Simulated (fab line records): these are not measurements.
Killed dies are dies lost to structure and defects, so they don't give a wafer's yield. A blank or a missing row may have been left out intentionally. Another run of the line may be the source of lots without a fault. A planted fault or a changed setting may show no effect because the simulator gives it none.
The tool behind it: which one? | flow nand_harc | Sampling: 12 lots, 36 wafers, 5 of 1159 route steps

## WHAT THE GAUGES READ, wafer by wafer
NHARC_P_M1_INSPECT_27.
lot  | measured     | on                | raw_defect_count
L075 | day 6 10:55  | defect_inspect-01 | 283 313 252
L077 | day 6 19:13  | defect_inspect-02 | 354 287 232
L079 | day 7 13:05  | defect_inspect-01 | 280 337 386
L081 | day 8 01:19  | defect_inspect-01 | 572 312 371
L083 | day 8 13:19  | defect_inspect-02 | 179 327 186
L085 | day 9 03:20  | defect_inspect-02 | 274 244 372
L086 | day 9 04:56  | defect_inspect-01 | 213 414 271
L089 | day 10 03:50 | defect_inspect-01 | 257 429 361
L091 | day 10 06:36 | defect_inspect-02 | 468 604 416
L093 | day 11 00:12 | defect_inspect-02 | 202 386 297
L096 | day 11 10:13 | defect_inspect-01 | 272 402 489
L097 | day 11 13:49 | defect_inspect-01 | 421 380 418

## WHICH TOOL RAN EACH LOT (tool, then ch and the chambers of the sampled wafers, then the start)
lot  | NHARC_P_CONTACT_CVD_23                   | NHARC_P_M0_ETCH_15                            | NHARC_P_M0_DEP_32               | NHARC_P_M1_ETCH_28
L075 | cvd_w-02 ch 0,1, day 6 06:59 or earlier  | rie_diel-12 ch 0,1,2, day 6 06:59 or earlier  | pecvd-03 ch 0,2, day 6 06:59    | rie_diel-09 ch 1,2,3, day 6 10:55 or earlier
L077 | cvd_w-02 ch 0,1, day 6 15:17 or earlier  | rie_diel-12 ch 0,2,3, day 6 15:17 or earlier  | pecvd-03 ch 0,2, day 6 15:17    | rie_diel-09 ch 1,2, day 6 19:13 or earlier
L079 | cvd_w-01 ch 0,1, day 7 09:04 or earlier  | rie_diel-10 ch 0,2,3, day 7 09:04 or earlier  | pecvd-04 ch 1,2, day 7 09:04    | rie_diel-05 ch 0,1,3, day 7 13:05 or earlier
L081 | cvd_w-01 ch 0, day 7 21:00 or earlier    | rie_diel-12 ch 0,1, day 7 21:00 or earlier    | pecvd-03 ch 2, day 7 21:00      | rie_diel-09 ch 0,1,2, day 8 01:19 or earlier
L083 | cvd_w-02 ch 0,1, day 8 09:17 or earlier  | rie_diel-04 ch 0,1,3, day 8 09:17 or earlier  | pecvd-03 ch 1,2, day 8 09:17    | rie_diel-09 ch 1,2,3, day 8 13:19 or earlier
L085 | cvd_w-02 ch 0,1, day 8 23:19 or earlier  | rie_diel-10 ch 1,2,3, day 8 23:19 or earlier  | pecvd-04 ch 0,1,2, day 8 23:19  | rie_diel-05 ch 0,2,3, day 9 03:20 or earlier
L086 | cvd_w-02 ch 0,1, day 9 00:55 or earlier  | rie_diel-10 ch 0,3, day 9 00:55 or earlier    | pecvd-02 ch 1,2, day 9 00:55    | rie_diel-02 ch 0,2, day 9 04:56 or earlier
L089 | cvd_w-02 ch 0,1, day 9 23:42 or earlier  | rie_diel-04 ch 0,1,2, day 9 23:42 or earlier  | pecvd-02 ch 0,2, day 9 23:42    | rie_diel-09 ch 0,1, day 10 03:50 or earlier
L091 | cvd_w-02 ch 0,1, day 10 02:34 or earlier | rie_diel-04 ch 0,2, day 10 02:34 or earlier   | pecvd-02 ch 0,1,2, day 10 02:34 | rie_diel-09 ch 1,2,3, day 10 06:36 or earlier
L093 | cvd_w-01 ch 0,1, day 10 20:02 or earlier | rie_diel-10 ch 1,2,3, day 10 20:02 or earlier | pecvd-03 ch 0,1, day 10 20:02   | rie_diel-09 ch 1,2,3, day 11 00:12 or earlier
L096 | cvd_w-01 ch 0,1, day 11 06:10 or earlier | rie_diel-12 ch 0,2,3, day 11 06:10 or earlier | pecvd-04 ch 0,1,2, day 11 06:10 | rie_diel-09 ch 1,2,3, day 11 10:13 or earlier
L097 | cvd_w-02 ch 0,1, day 11 09:49 or earlier | rie_diel-12 ch 1,3, day 11 09:49 or earlier   | pecvd-03 ch 0,1, day 11 09:49   | rie_diel-09 ch 0,1,2, day 11 13:49 or earlier
- NHARC_P_CONTACT_CVD_23: deposits W, target thk 200 nm, time 557 s.
- NHARC_P_M0_ETCH_15: etches the open film in C4F8/Ar, target depth 150 nm, overetch 15 nm, time 82.5 s.
- NHARC_P_M0_DEP_32: deposits SiCN, target thk 30 nm.
- NHARC_P_M1_ETCH_28: etches the open film in CF4/N2, target depth 30 nm, time 72.99 s.

## THE ANSWER, worked out from the rows above alone
Rule: the lots themselves supply what counts as usual. The widest of any qualifying gaps counts: lots, ordered by their means at a reading, are off when they make up no more than a third of the lots, leave a main group of 4 or more, and stand apart from it by 3 or more times the standard deviation of that group's means. The tables above print the reading to a certain number of digits; a main group whose means all agree to those digits is not used. Also off: a lot with no number at a reading for which 4 or more lots have one. Any other lot the step has rows for is counted as sound.
Nothing can be told from this: no lot is off at any reading shown.

## WHAT WAS PUT IN BY THE SIMULATOR
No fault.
